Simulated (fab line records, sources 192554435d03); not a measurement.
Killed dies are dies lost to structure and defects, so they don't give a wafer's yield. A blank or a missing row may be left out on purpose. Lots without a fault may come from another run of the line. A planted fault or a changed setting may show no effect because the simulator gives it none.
fab line records | flow n5_finfet | part 2 of 2: steps 5 to 6 of 6
record lots=18 wafers=54 last_day=18
route steps=1938 shown FIN_SAQP@96
lots that met no fault: from a run of the same line without faults
start_h: hours from the record's first day to the start of the lot's first wafer shown | wait_h: hours since the lot's step before | " the same as in the row above | L1.1+2: a row that stands for several wafers | - no value, or no start given | * or withheld: withheld | < > ~ a bound
route shown NAME@n: a module of which the file shows steps, and the number in the route of the first | usual: mean/standard deviation of fault-free wafers | same: alike in all rows | chamber/n: place in a boat | sites: the reading at each site | _std_site: their standard deviation | _edge_site: outer sites' mean less inner sites' | radius_mm: how far each site lies from the wafer's centre | mask NAME#n: copy n | behind: the tool/chamber that last shaped the wafer | hold: why the lot was held/for how many hours/how that ended | device: the transistor (n, p or np) that didn't switch | end of line: the same wafers' tests at the end of the route | a step without rows: its recipe alone | killed: dies lost to structure and defects at the first sort, not the wafer's yield | map: a wafer's dies, x killed, . not, _ none there
set.NAME: the setting as run; set.NAME@STEP: as run at that earlier step | model.NAME: the simulator's own value behind a step, which no gauge read
steps of the route over a sample of lots; a table a step, a row a wafer
services: from which hour (start_h, from the record's first day; less than 0 if before it) a tool's chamber was out of use, for how many hours, and why
## steps
# step N5_FIN_SAQP_STRIP_70
# recipe chemistry=N2/H2 power_w=500 temp_c=40 pressure_mtorr=50 rf_frequency_hz=6e+07 overash_fraction=0.3 bias_power_w=28 h2_frac=0.5 n2_flow_sccm=300 h2_flow_sccm=300
# usual drypump_motor_current_A=5.68/0.27 n2_flow_sccm=300.0/0.87 oes_product_au=0.81/0.1 rf_fwd_power_W=494.9/1.7 rf_vpp_V=121.7/0.97 showerhead_plenum_p_Torr=3.34/0.12 throttle_valve_pct=18.9/0.44
# columns lot.wafer tool chamber start_h wait_h drypump_motor_current_A n2_flow_sccm oes_product_au rf_fwd_power_W rf_hours_counter_h rf_vpp_V showerhead_plenum_p_Torr throttle_valve_pct
L075.1 rie_diel-01 1 31.06 0.0 5.54 300.4 0.69 496.0 201 121.7 3.52 19.7
L075.3 " 1 " " 5.54 300.5 0.69 495.7 - 123.1 3.52 19.7
L075.5 " 1 " " 5.55 298.6 0.69 495.0 - 121.9 3.52 19.7
L076.2 rie_diel-02 1 37.33 0.0 5.61 300.6 0.72 496.1 224 120.4 3.20 18.8
L076.4 " 3 " " 6.10 299.0 0.77 494.1 125 120.2 3.35 18.2
L076.5 " 1 " " 5.58 300.8 0.73 495.9 - 121.1 3.21 18.8
L077.1 rie_diel-01 0 42.93 0.0 5.72 298.5 0.96 493.9 2 120.3 3.34 19.2
L077.4 " 1 " " 5.52 300.6 0.69 493.0 206 122.9 3.52 19.7
L077.5 " 0 " " 5.74 298.3 0.96 493.1 - 121.9 3.34 19.2
L078.4 rie_diel-02 1 51.88 0.0 5.58 301.1 0.72 494.7 229 121.2 3.20 18.8
L078.5 " 1 " " 5.54 300.1 0.72 494.6 - 120.3 3.20 18.8
L078.6 " 0 " " 5.99 300.1 0.94 496.0 - 121.9 3.46 18.9
L080.2 rie_diel-02 3 62.62 0.0 6.13 298.4 0.76 497.5 137 122.2 3.34 18.2
L080.3 " 0 " " 5.98 300.6 0.94 495.1 24 122.0 3.46 18.9
L080.6 " 1 " " 5.55 300.8 0.71 495.0 - 122.6 3.20 18.8
L081.2 rie_diel-01 1 70.96 0.0 5.55 299.4 0.68 495.4 221 122.0 3.51 19.7
L081.3 " 2 " " 5.84 298.8 0.80 497.9 91 121.6 3.25 19.0
L081.5 " 0 " " 5.71 299.2 0.91 494.9 - 121.9 3.34 19.2
L082.2 rie_diel-01 3 75.92 0.0 5.53 299.7 0.69 496.2 216 121.6 3.19 18.6
L082.3 " 2 " " 5.83 300.7 0.80 496.7 93 120.9 3.25 19.0
L082.4 " 1 " " 5.54 300.7 0.68 494.9 224 121.3 3.51 19.8
L083.2 rie_diel-02 1 82.71 0.0 5.58 300.7 0.71 497.2 243 121.1 3.19 18.8
L083.4 " 0 " " 5.97 300.3 0.93 494.8 34 121.0 3.45 18.9
L083.6 " 3 " " 6.12 299.2 0.75 495.3 - 120.2 3.34 18.2
L084.1 rie_diel-02 1 86.39 0.0 5.58 300.6 0.71 496.2 244 120.2 3.19 18.8
L084.2 " 0 " " 5.98 300.0 0.91 495.6 35 121.9 3.45 18.9
L084.3 " 3 " " 6.11 300.2 0.76 495.0 149 123.1 3.34 18.3
L087.1 rie_diel-06 3 103.91 0.0 5.29 300.1 0.88 494.4 43 122.3 3.27 19.4
L087.2 " 2 " " 5.15 300.9 0.96 494.8 10 123.1 3.40 18.7
L087.3 " 1 " " 5.98 299.8 0.93 494.7 28 122.0 3.56 18.4
L088.2 rie_diel-02 0 109.47 0.0 5.95 300.0 0.89 495.2 45 122.0 3.45 18.9
L088.3 " 3 " " 6.14 298.4 0.73 496.9 158 122.5 3.33 18.3
L088.6 " 3 " " 6.15 298.7 0.73 495.0 - 121.6 3.33 18.3
L089.1 rie_diel-01 3 115.41 0.0 5.53 299.5 0.68 494.1 229 121.2 3.18 18.6
L089.2 " 1 " " 5.54 299.5 0.67 492.5 236 121.8 3.50 19.8
L089.5 " 1 " " 5.55 301.0 0.67 495.0 - 122.9 3.50 19.8
L090.3 rie_diel-02 2 121.07 0.0 5.35 300.1 0.99 493.9 1 121.3 3.33 18.2
L090.5 " 2 " " 5.36 300.1 0.98 493.6 - 120.6 3.33 18.2
L090.6 " 3 " " 6.16 299.7 0.73 497.5 - 120.0 3.33 18.3
L091.1 rie_diel-06 2 128.26 0.0 5.12 299.1 0.94 494.0 17 122.2 3.40 18.7
L091.3 " 3 " " 5.28 301.2 0.87 497.6 49 121.0 3.27 19.3
L091.5 " 0 " " 5.72 299.0 0.75 492.0 - 120.9 3.22 19.1
L092.3 rie_diel-02 3 134.89 0.0 6.10 298.7 0.73 496.0 169 122.6 3.33 18.3
L092.4 " 2 " " 5.37 302.1 0.94 491.9 - 122.4 3.33 18.2
L092.5 " 0 " " 5.98 299.0 0.88 494.0 - 122.1 3.44 18.9
L093.1 rie_diel-02 1 140.34 0.0 5.56 299.7 1.00 495.9 1 121.7 3.60 18.4
L093.3 " 0 " " 5.98 299.9 0.88 491.8 58 121.5 3.44 18.9
L093.4 " 3 " " 6.16 300.0 0.72 498.6 171 121.7 3.32 18.3
L096.2 rie_diel-01 0 159.68 0.0 5.71 299.6 0.84 494.9 45 121.3 3.32 19.3
L096.3 " 2 " " 5.83 300.6 0.76 494.1 122 120.2 3.23 19.1
L096.5 " 3 " " 5.51 298.6 0.66 495.8 - 121.0 3.17 18.6
L097.3 rie_diel-01 0 165.17 0.0 5.74 299.1 0.84 495.1 48 119.8 3.32 19.3
L097.5 " 3 " " 5.52 301.1 0.66 495.1 - 120.3 3.17 18.6
L097.6 " 2 " " 5.87 300.2 0.76 496.8 - 122.3 3.23 19.1
# step N5_FIN_SAQP_MANDREL2_REMOVE_60
# recipe chemistry=HBr/Cl2/O2 bt_time_s=10 target=a-Si stop_on=SiNx endpoint=OES-SiCl over_etch_frac=1 icp_w=600 bias_w=22 HBr_flow_sccm=150 Cl2_flow_sccm=80 O2_flow_sccm=5 pressure_mtorr=10
# usual HBr_flow_sccm=150.0/0.44 drypump_motor_current_A=6.0/0.38 oes_product_au=1.003/0.021 rf_fwd_power_W=596.8/2.2 throttle_valve_pct=36.7/0.46
# columns lot.wafer tool chamber start_h wait_h HBr_flow_sccm drypump_motor_current_A oes_product_au rf_fwd_power_W rf_hours_counter_h throttle_valve_pct
L075.1 rie_si-02 1 31.73 0.1 149.5 5.7 0.988 599.5 25 37.2
L075.3 " 0 " " 150.3 6.2 1.057 595.2 52 36.3
L075.5 " 0 " " 149.9 6.2 1.057 592.2 - 36.3
L076.2 rie_si-03 1 37.96 0.1 150.2 6.2 0.998 596.7 89 36.3
L076.4 " 0 " " 150.9 5.1 0.998 597.5 132 37.6
L076.5 " 0 " " 149.8 5.1 0.985 595.7 - 37.6
L077.1 rie_si-06 0 43.94 0.1 150.3 6.1 1.010 599.6 68 37.4
L077.4 " 1 " " 151.1 6.4 0.982 601.8 71 36.9
L077.5 " 2 " " 150.2 5.8 0.998 592.9 - 36.5
L078.4 rie_si-06 2 53.63 0.1 149.3 5.8 0.996 596.5 168 36.5
L078.5 " 1 " " 150.0 6.4 0.970 596.6 - 36.9
L078.6 " 0 " " 149.0 6.1 1.010 595.3 - 37.4
L080.2 rie_si-03 2 63.32 0.1 150.2 5.5 1.000 599.3 115 35.9
L080.3 " 0 " " 150.0 5.1 1.009 597.8 133 37.6
L080.6 " 0 " " 149.8 5.1 1.008 597.7 - 37.6
L081.2 rie_si-06 3 71.93 0.1 150.1 6.5 0.996 596.8 16 36.5
L081.3 " 1 " " 150.0 6.4 0.976 598.1 72 37.0
L081.5 " 3 " " 150.1 6.5 0.997 595.7 - 36.5
L082.2 rie_si-03 2 76.56 0.1 150.0 5.5 0.997 597.4 115 35.9
L082.3 " 3 " " 149.6 6.0 1.016 593.1 161 36.5
L082.4 " 0 " " 150.1 5.1 0.984 599.3 133 37.6
L083.2 rie_si-06 1 83.52 0.1 150.1 6.4 0.984 595.2 72 36.9
L083.4 " 2 " " 150.4 5.8 0.991 596.0 169 36.5
L083.6 " 1 " " 149.9 6.4 0.983 594.5 - 36.9
L084.1 rie_si-06 0 87.01 0.1 150.5 6.1 1.029 596.9 70 37.4
L084.2 " 1 " " 149.6 6.4 0.978 596.0 72 36.9
L084.3 " 3 " " 149.8 6.5 0.995 596.2 16 36.5
L087.1 rie_si-06 1 104.56 0.1 150.0 6.4 0.983 598.4 73 36.9
L087.2 " 3 " " 150.9 6.5 0.997 595.6 16 36.5
L087.3 " 0 " " 150.5 6.1 1.034 598.5 70 37.4
L088.2 rie_si-02 2 110.80 0.1 149.7 5.6 1.012 595.4 145 36.9
L088.3 " 1 " " 149.3 5.7 0.999 598.6 26 37.2
L088.6 " 0 " " 150.4 6.2 1.061 593.9 - 36.3
L089.1 rie_si-02 1 116.02 0.1 151.0 5.7 0.998 595.6 26 37.2
L089.2 " 3 " " 150.2 5.9 0.991 597.5 9 36.2
L089.5 " 0 " " 149.4 6.2 1.045 596.3 - 36.3
L090.3 rie_si-06 2 121.81 0.1 149.6 5.8 0.980 595.0 170 36.5
L090.5 " 2 " " 149.7 5.8 0.992 594.6 - 36.5
L090.6 " 3 " " 149.9 6.5 0.989 597.8 - 36.5
L091.1 rie_si-02 1 128.91 0.1 149.6 5.7 1.011 596.8 26 37.2
L091.3 " 0 " " 150.6 6.2 1.051 595.4 54 36.4
L091.5 " 1 " " 149.4 5.7 0.990 597.5 - 37.2
L092.3 rie_si-06 3 135.55 0.1 149.0 6.5 0.998 598.9 17 36.5
L092.4 " 2 " " 149.0 5.8 1.001 597.6 170 36.5
L092.5 " 2 " " 150.1 5.8 0.995 594.2 - 36.5
L093.1 rie_si-06 2 140.97 0.1 149.4 5.8 0.990 599.2 170 36.5
L093.3 " 3 " " 150.6 6.5 0.998 596.5 17 36.5
L093.4 " 1 " " 149.2 6.4 0.990 597.7 74 36.9
L096.2 rie_si-02 1 160.61 0.1 149.9 5.7 0.992 596.8 27 37.2
L096.3 " 3 " " 150.7 5.8 0.980 601.4 10 36.2
L096.5 " 0 " " 149.5 6.2 1.055 591.9 - 36.4
L097.3 rie_si-03 0 165.81 0.1 149.8 5.1 1.002 597.0 134 37.6
L097.5 " 1 " " 149.1 6.2 1.004 596.4 - 36.3
L097.6 " 0 " " 149.9 5.1 1.005 598.2 - 37.6
## services
# columns tool chamber start_h hours kind
rie_diel-02 - 9.60 0.6 repair
rie_diel-01 3 29.36 3.0 repair
rie_diel-06 3 30.44 18.3 repair
rie_si-02 - 32.63 0.2 repair
rie_diel-02 - 35.94 0.7 repair
rie_diel-01 2 43.46 8.9 repair
rie_diel-06 1 43.71 4.5 repair
rie_diel-06 - 47.01 29.9 repair
rie_si-02 - 47.42 14.6 pm
pecvd-01 - 53.39 2.3 repair
rie_diel-02 0 54.26 6.2 repair
pecvd-04 0 57.88 4.6 repair
rie_si-02 0 68.90 1.9 repair
rie_diel-02 1 73.48 4.4 repair
rie_si-02 1 75.97 8.1 repair
rie_diel-01 - 76.56 0.5 repair
pecvd-04 - 91.54 14.6 pm
rie_diel-06 0 99.42 8.1 repair
pecvd-01 1 112.75 4.2 repair
pecvd-03 - 120.21 1.9 repair
rie_si-03 - 121.76 14.6 pm
pecvd-03 - 134.93 2.8 pm
rie_diel-06 - 140.11 2.3 repair
rie_diel-01 0 144.40 8.7 repair
